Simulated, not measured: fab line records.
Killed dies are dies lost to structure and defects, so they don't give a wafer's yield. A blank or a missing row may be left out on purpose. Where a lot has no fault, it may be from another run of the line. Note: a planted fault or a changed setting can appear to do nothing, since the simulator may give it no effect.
Chamber matching || flow n5_finfet || N5_FIN_SAQP_STRIP_77 on rie_diel-01 has 4 sister chambers
The step strips in N2/H2, time 90 s. 8 wafers are shown with their chamber, then 7 later ones without.

## EACH WAFER AND ITS CHAMBER
{"wafer": "L084.4", "chamber": 2, "drypump_motor_current_A (A)": 6.2, "showerhead_plenum_p_Torr (Torr)": 3.45}
{"wafer": "L086.1", "chamber": 0, "drypump_motor_current_A (A)": 6.2, "showerhead_plenum_p_Torr (Torr)": 3.39}
{"wafer": "L086.2", "chamber": 2, "drypump_motor_current_A (A)": 6.2, "showerhead_plenum_p_Torr (Torr)": 3.44}
{"wafer": "L091.2", "chamber": 3, "drypump_motor_current_A (A)": 5.1, "showerhead_plenum_p_Torr (Torr)": 3.19}
{"wafer": "L091.4", "chamber": 1, "drypump_motor_current_A (A)": 5.9, "showerhead_plenum_p_Torr (Torr)": 3.54}
{"wafer": "L091.6", "chamber": 1, "drypump_motor_current_A (A)": 5.9, "showerhead_plenum_p_Torr (Torr)": 3.54}
{"wafer": "L092.2", "chamber": 0, "drypump_motor_current_A (A)": 6.2, "showerhead_plenum_p_Torr (Torr)": 3.38}
{"wafer": "L092.5", "chamber": 3, "drypump_motor_current_A (A)": 5.2, "showerhead_plenum_p_Torr (Torr)": 3.19}

## WAFERS WHOSE CHAMBER IS MISSING
{"wafer": "L092.6", "drypump_motor_current_A (A)": 6.2, "showerhead_plenum_p_Torr (Torr)": 3.38}
{"wafer": "L093.3", "drypump_motor_current_A (A)": 5.1, "showerhead_plenum_p_Torr (Torr)": 3.18}
{"wafer": "L093.4", "drypump_motor_current_A (A)": 6.2, "showerhead_plenum_p_Torr (Torr)": 3.38}
{"wafer": "L093.5", "drypump_motor_current_A (A)": 5.1, "showerhead_plenum_p_Torr (Torr)": 3.18}
{"wafer": "L094.4", "drypump_motor_current_A (A)": 5.9, "showerhead_plenum_p_Torr (Torr)": 3.53}
{"wafer": "L094.5", "drypump_motor_current_A (A)": 6.2, "showerhead_plenum_p_Torr (Torr)": 3.38}
{"wafer": "L094.6", "drypump_motor_current_A (A)": 5.1, "showerhead_plenum_p_Torr (Torr)": 3.18}

## CHAMBER TAKEN BY EACH
{"wafer": "L092.6", "from the rows above": 0, "in truth": 0}
{"wafer": "L093.3", "from the rows above": 3, "in truth": 3}
{"wafer": "L093.4", "from the rows above": 0, "in truth": 0}
{"wafer": "L093.5", "from the rows above": 3, "in truth": 3}
{"wafer": "L094.4", "from the rows above": 1, "in truth": 1}
{"wafer": "L094.5", "from the rows above": 0, "in truth": 0}
{"wafer": "L094.6", "from the rows above": 3, "in truth": 3}
Placed correctly: 7 of 7. Not placeable from these rows: 0. Wrongly placed: 0.
How it was worked out, from the rows above alone: a wafer's distance from a chamber is the root of the sum, over the readings, of the square of ((its reading less the chamber's mean) divided by the reading's scatter). The wafer belongs to the nearest chamber; if the next one is less than 2 further off, it can't be placed. The mean given for a chamber averages the wafers shown for that chamber. The scatter is the square root of a quotient: the sum, over the shown wafers, of each reading's squared deviation from its chamber's mean, divided by wafers minus chambers.
